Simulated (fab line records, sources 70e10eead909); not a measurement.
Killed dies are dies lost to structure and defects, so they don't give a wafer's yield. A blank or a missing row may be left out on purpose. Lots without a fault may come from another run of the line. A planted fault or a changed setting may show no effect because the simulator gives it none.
fab line records | flow nand_harc
record lots=12 wafers=36 last_day=34
route steps=1302 shown A_WL_FILL@968 A_CONTACT@994
lots that met no fault: from a run of the same line without faults
start_h: hours from the record's first day to the start of the lot's first wafer shown | wait_h: hours since the lot's step before | " the same as in the row above | L1.1+2: a row that stands for several wafers | - no value, or no start given | * or withheld: withheld | < > ~ a bound
route shown NAME@n: a module of which the file shows steps, and the number in the route of the first | usual: mean/standard deviation of fault-free wafers | same: alike in all rows | chamber/n: place in a boat | sites: the reading at each site | _std_site: their standard deviation | _edge_site: outer sites' mean less inner sites' | radius_mm: how far each site lies from the wafer's centre | mask NAME#n: copy n | behind: the tool/chamber that last shaped the wafer | hold: why the lot was held/for how many hours/how that ended | device: the transistor (n, p or np) that didn't switch | end of line: the same wafers' tests at the end of the route | a step without rows: its recipe alone | killed: dies lost to structure and defects at the first sort, not the wafer's yield | map: a wafer's dies, x killed, . not, _ none there
set.NAME: the setting as run; set.NAME@STEP: as run at that earlier step | model.NAME: the simulator's own value behind a step, which no gauge read
steps of the route over a sample of lots; a table a step, a row a wafer
services: from which hour (start_h, from the record's first day; less than 0 if before it) a tool's chamber was out of use, for how many hours, and why
## steps
# step NHARC_A_WL_FILL_ETCHBACK_17
# recipe target_depth_a=40 time_s=26.7 chemistry=Cl2/BCl3
# usual drypump_motor_current_A=5.7/0.46 oes_product_au=1.002/0.0068
# columns lot.wafer tool chamber start_h wait_h drypump_motor_current_A oes_product_au rf_hours_counter_h
L312.2 rie_metal-03 1 499.27 - 5.7 1.005 2.6
L312.3 " 1 " " 5.7 1.003 -
L312.6 " 1 " " 5.7 0.995 -
L315.4 rie_metal-02 1 503.85 - 5.2 1.000 -
L315.6 " 0 " " 5.7 0.999 -
L315.5 " 1 " " 5.2 1.009 -
L314.2 rie_metal-03 0 503.89 - 6.4 1.005 3.1
L314.3 " 1 " " 5.7 1.002 -
L314.4 " 0 " " 6.4 1.001 -
L318.2 rie_metal-03 0 538.48 - 6.4 1.004 0.2
L318.4 " 0 " " 6.4 1.004 -
L318.6 " 0 " " 6.4 1.005 -
L319.2 rie_metal-03 0 542.58 - 6.4 1.000 0.3
L319.3 " 0 " " 6.4 0.998 -
L319.5 " 1 " " 5.7 1.002 -
L322.2 rie_metal-01 1 587.18 - 5.9 1.008 0.2
L322.4 " 0 " " 5.1 1.012 -
L322.6 " 0 " " 5.1 1.013 -
L323.2 rie_metal-03 0 600.04 - 6.4 0.994 0.9
L323.4 " 1 " " 5.7 1.000 -
L323.3 " 0 " " 6.4 0.997 -
L327.1 rie_metal-03 1 639.76 - 5.7 1.004 1.8
L327.2 " 0 " " 6.4 1.001 1.8
L327.6 " 0 " " 6.4 1.002 -
L329.3 rie_metal-01 0 642.87 - 5.1 0.997 -
L329.4 " 1 " " 6.0 1.009 -
L329.6 " 1 " " 6.0 1.000 -
L331.4 rie_metal-02 0 661.21 - 5.7 1.002 -
L331.6 " 0 " " 5.7 1.004 -
L331.5 " 1 " " 5.2 0.999 -
L335.2 rie_metal-02 0 714.05 - 5.7 0.986 1.0
L335.1 " 1 " " 5.2 0.999 1.0
L335.5 " 1 " " 5.1 0.997 -
L334.2 rie_metal-02 0 719.28 - 5.7 1.002 1.1
L334.3 " 0 " " 5.7 1.011 -
L334.5 " 0 " " 5.7 1.000 -
# step NHARC_A_WL_FILL_ETCHBACK_26
# recipe target_depth_a=520 time_s=13.3 hbr_flow_sccm=150 rf_w=350 icp_w=350 bias_w=60 chemistry=HBr
# usual drypump_motor_current_A=5.8/0.65 oes_product_au=1.000/0.0072 throttle_valve_pct=23.267/0.0085
# columns lot.wafer tool chamber start_h wait_h drypump_motor_current_A oes_product_au rf_hours_counter_h throttle_valve_pct
L312.3 rie_si-05 1 504.51 0.4 6.7 1.013 0.0 23.259
L312.2 " 3 " " 5.0 1.013 0.1 23.258
L312.6 " 1 " " 6.7 1.017 - 23.262
L314.3 rie_si-01 1 509.02 0.4 6.4 0.996 0.9 23.264
L314.4 " 2 " " 6.1 0.994 0.8 23.263
L314.2 " 0 " " 5.4 1.002 0.8 23.254
L315.4 rie_si-05 2 509.04 0.4 5.7 0.997 0.1 23.244
L315.6 " 3 " " 5.0 0.993 - 23.274
L315.5 " 0 " " 5.7 1.011 - 23.282
L318.4 rie_si-01 1 543.62 0.4 6.5 1.004 1.1 23.262
L318.2 " 2 " " 6.1 1.003 1.1 23.276
L318.6 " 0 " " 5.4 1.001 - 23.259
L319.2 rie_si-06 2 548.00 0.4 6.6 1.002 0.7 23.269
L319.3 " 3 " " 5.7 0.997 0.8 23.264
L319.5 " 1 " " 5.1 0.993 - 23.267
L322.2 rie_si-01 3 593.71 0.4 4.7 1.004 0.2 23.281
L322.4 " 1 " " 6.4 1.013 0.1 23.259
L322.6 " 2 " " 6.1 0.998 - 23.259
L323.4 rie_si-01 3 605.25 0.4 4.8 1.006 0.4 23.268
L323.2 " 0 " " 5.4 1.012 0.2 23.260
L323.3 " 1 " " 6.4 1.007 0.3 23.267
L327.1 rie_si-01 0 644.91 0.4 5.4 0.999 0.4 23.262
L327.2 " 3 " " 4.7 0.989 0.5 23.259
L327.6 " 1 " " 6.5 1.002 - 23.262
L329.3 rie_si-06 1 647.96 0.4 5.1 0.995 0.2 23.260
L329.4 " 3 " " 5.7 0.988 0.3 23.271
L329.6 " 2 " " 6.6 1.011 - 23.280
L331.4 rie_si-06 2 666.55 0.4 6.6 1.009 0.4 23.274
L331.5 " 2 " " 6.6 1.002 - 23.263
L331.6 " 3 " " 5.7 0.999 - 23.248
L335.2 rie_si-05 3 719.29 0.4 5.0 0.991 0.3 23.272
L335.1 " 2 " " 5.7 0.995 0.4 23.284
L335.5 " 3 " " 5.0 1.003 - 23.270
L334.2 rie_si-06 2 724.44 0.4 6.6 1.002 0.9 23.265
L334.3 " 0 " " 6.4 0.999 0.7 23.271
L334.5 " 2 " " 6.6 0.999 - 23.276
# step NHARC_A_CONTACT_EXPOSE_39
# recipe na=1.35 sigma_outer=0.8 dose_mj=58.79 mask_id=A_CC_3
# usual exposure_dose_mJ_cm2=58.94/0.29
# columns lot.wafer tool chamber start_h wait_h mask exposure_dose_mJ_cm2
L312.2 arfi_scanner-01 0 511.02 - A_CC_3#0 59.38
L312.3 " 0 " " A_CC_3#0 59.35
L312.6 " 0 " " A_CC_3#0 59.35
L315.4 arfi_scanner-02 0 517.14 - A_CC_3#0 58.78
L315.5 " 0 " " A_CC_3#0 58.74
L315.6 " 0 " " A_CC_3#0 58.66
L314.2 arfi_scanner-03 0 517.28 - A_CC_3#0 58.77
L314.3 " 0 " " A_CC_3#0 58.64
L314.4 " 0 " " A_CC_3#0 58.79
L318.2 arfi_scanner-02 0 550.19 - A_CC_3#0 58.81
L318.4 " 0 " " A_CC_3#0 58.80
L318.6 " 0 " " A_CC_3#0 58.78
L319.2 arfi_scanner-03 0 554.63 - A_CC_3#0 58.73
L319.3 " 0 " " A_CC_3#0 58.67
L319.5 " 0 " " A_CC_3#0 58.81
L322.2 arfi_scanner-02 0 602.81 - A_CC_3#0 58.80
L322.4 " 0 " " A_CC_3#0 58.75
L322.6 " 0 " " A_CC_3#0 58.78
L323.2 arfi_scanner-03 0 612.03 - A_CC_3#0 39.40
L323.3 " 0 " " A_CC_3#0 39.37
L323.4 " 0 " " A_CC_3#0 39.47
L327.1 arfi_scanner-03 0 651.78 - A_CC_3#0 43.32
L327.2 " 0 " " A_CC_3#0 43.32
L327.6 " 0 " " A_CC_3#0 43.42
L329.3 arfi_scanner-01 0 655.74 - A_CC_3#0 59.32
L329.4 " 0 " " A_CC_3#0 59.30
L329.6 " 0 " " A_CC_3#0 59.29
L331.4 arfi_scanner-01 0 673.21 - A_CC_3#0 59.38
L331.5 " 0 " " A_CC_3#0 59.32
L331.6 " 0 " " A_CC_3#0 59.35
L335.1 arfi_scanner-02 0 725.89 - A_CC_3#0 58.87
L335.2 " 0 " " A_CC_3#0 58.78
L335.5 " 0 " " A_CC_3#0 58.82
L334.2 arfi_scanner-01 0 731.02 - A_CC_3#0 59.40
L334.3 " 0 " " A_CC_3#0 59.41
L334.5 " 0 " " A_CC_3#0 59.43
# step NHARC_A_CONTACT_CD_MEAS_42
# recipe target_cd_nm=300 landing_energy_ev=500
# usual cd_nm=300.0/0.45
# same landing_energy_ev=500
# columns lot.wafer tool chamber start_h wait_h cd_nm
L312.2 cd_sem-01 0 511.16 - 300.1
L312.3 " 0 " " 299.2
L312.6 " 0 " " 299.2
L315.4 cd_sem-02 0 517.27 - 300.2
L315.5 " 0 " " 299.7
L315.6 " 0 " " 300.6
L314.2 cd_sem-01 0 517.42 - 300.1
L314.3 " 0 " " 299.6
L314.4 " 0 " " 299.7
L318.2 cd_sem-02 0 550.33 - 299.8
L318.4 " 0 " " 299.5
L318.6 " 0 " " 299.5
L319.2 cd_sem-01 0 554.77 - 299.3
L319.3 " 0 " " 300.5
L319.5 " 0 " " 299.5
L322.2 cd_sem-03 0 602.94 - 299.4
L322.4 " 0 " " 299.7
L322.6 " 0 " " 299.9
L323.2 cd_sem-01 0 612.17 - 284.5
L323.3 " 0 " " 284.7
L323.4 " 0 " " 284.5
L327.1 cd_sem-01 0 651.92 - 287.8
L327.2 " 0 " " 287.7
L327.6 " 0 " " 288.1
L329.3 cd_sem-01 0 655.88 - 300.7
L329.4 " 0 " " 300.8
L329.6 " 0 " " 300.8
L331.4 cd_sem-03 0 673.34 - 299.9
L331.5 " 0 " " 300.1
L331.6 " 0 " " 300.6
L335.1 cd_sem-03 0 726.03 - 300.0
L335.2 " 0 " " 299.3
L335.5 " 0 " " 299.8
L334.2 cd_sem-02 0 731.16 - 300.2
L334.3 " 0 " " 299.8
L334.5 " 0 " " 300.2
# step NHARC_A_CONTACT_INSPECT_44
# usual raw_defect_count=87/35
# columns lot.wafer tool chamber start_h wait_h raw_defect_count
L312.2 defect_inspect-01 - 511.29 0.0 63
L312.3 " - " " 77
L312.6 " - " " 53
L315.4 defect_inspect-01 - 517.39 0.0 156
L315.5 " - " " 148
L315.6 " - " " 160
L314.2 defect_inspect-01 - 517.54 0.0 77
L314.3 " - " " 78
L314.4 " - " " 79
L318.2 defect_inspect-01 - 550.45 0.0 30
L318.4 " - " " 32
L318.6 " - " " 33
L319.2 defect_inspect-01 - 554.89 0.0 146
L319.3 " - " " 190
L319.5 " - " " 143
L322.2 defect_inspect-01 - 603.07 0.0 111
L322.4 " - " " 127
L322.6 " - " " 107
L323.2 defect_inspect-02 - 612.30 0.0 137
L323.3 " - " " 132
L323.4 " - " " 125
L327.1 defect_inspect-02 - 652.04 0.0 93
L327.2 " - " " 93
L327.6 " - " " 93
L329.3 defect_inspect-01 - 656.00 0.0 106
L329.4 " - " " 97
L329.6 " - " " 128
L331.4 defect_inspect-01 - 673.46 0.0 106
L331.5 " - " " 97
L331.6 " - " " 110
L335.1 defect_inspect-01 - 726.16 0.0 64
L335.2 " - " " 66
L335.5 " - " " 63
L334.2 defect_inspect-02 - 731.28 0.0 41
L334.3 " - " " 57
L334.5 " - " " 64
## services
# columns tool chamber start_h hours kind
rie_si-01 3 475.45 9.4 repair
rie_metal-02 0 477.50 18.2 repair
rie_si-05 - 482.00 9.0 pm
arfi_scanner-02 - 484.00 4.0 pm
rie_si-01 1 501.39 5.3 repair
rie_metal-02 - 517.15 0.9 repair
rie_metal-03 - 519.06 9.0 pm
rie_si-06 2 520.23 1.9 repair
arfi_scanner-03 - 540.00 4.0 pm
rie_si-01 - 547.00 9.0 pm
arfi_scanner-01 - 555.09 2.6 repair
rie_si-06 3 571.75 5.7 repair
arfi_scanner-01 - 586.51 11.2 repair
rie_si-01 - 597.02 0.1 repair
arfi_scanner-01 - 597.74 4.0 pm
rie_si-06 - 603.00 9.0 pm
rie_metal-02 - 631.00 9.0 pm
arfi_scanner-02 - 656.00 4.0 pm
arfi_scanner-02 - 667.13 1.5 repair
arfi_scanner-02 - 684.14 1.1 repair
rie_metal-03 - 696.06 9.0 pm
arfi_scanner-03 - 712.00 4.0 pm
rie_si-01 - 724.00 9.0 pm
rie_si-06 - 729.58 0.5 repair
## key
first_sign step=NHARC_A_CONTACT_EXPOSE_39 reading=exposure_dose_mJ_cm2 direction=down sigmas=61 usual=58.94 struck=41.38
effect step=NHARC_A_CONTACT_CD_MEAS_42 reading=cd_nm direction=down sigmas=31 usual=300.0 struck=286.2 through=control_loop
met_at NHARC_A_CONTACT_EXPOSE_39
struck_lots L323,L327
tester_left_out L323,L327
loop_trim step=NHARC_A_CONTACT_EXPOSE_39 setting=dose lots=L327
not_acting_at NHARC_A_WL_FILL_ETCHBACK_17,NHARC_A_WL_FILL_ETCHBACK_26,NHARC_A_CONTACT_INSPECT_44
onset_between 554.63 612.03
fault kind=process_parameter_drift tool=arfi_scanner-03 chamber=- onset_h=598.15 steps=NHARC_A_CONTACT_EXPOSE_39 channel=dose_mj offset=-19.218 shape=step acts_in=these_recipes_only stated=58.79
# tester_left_out: of these lots the tester's yield and bins aren't shown, on N5 and GAA mostly nor the transistor test; their killed dies are dies lost to structure and defects alone, not to doping, threshold or leakage, so they don't give the yield
# loop_trim: a control loop set the setting to another value than it would have without faults
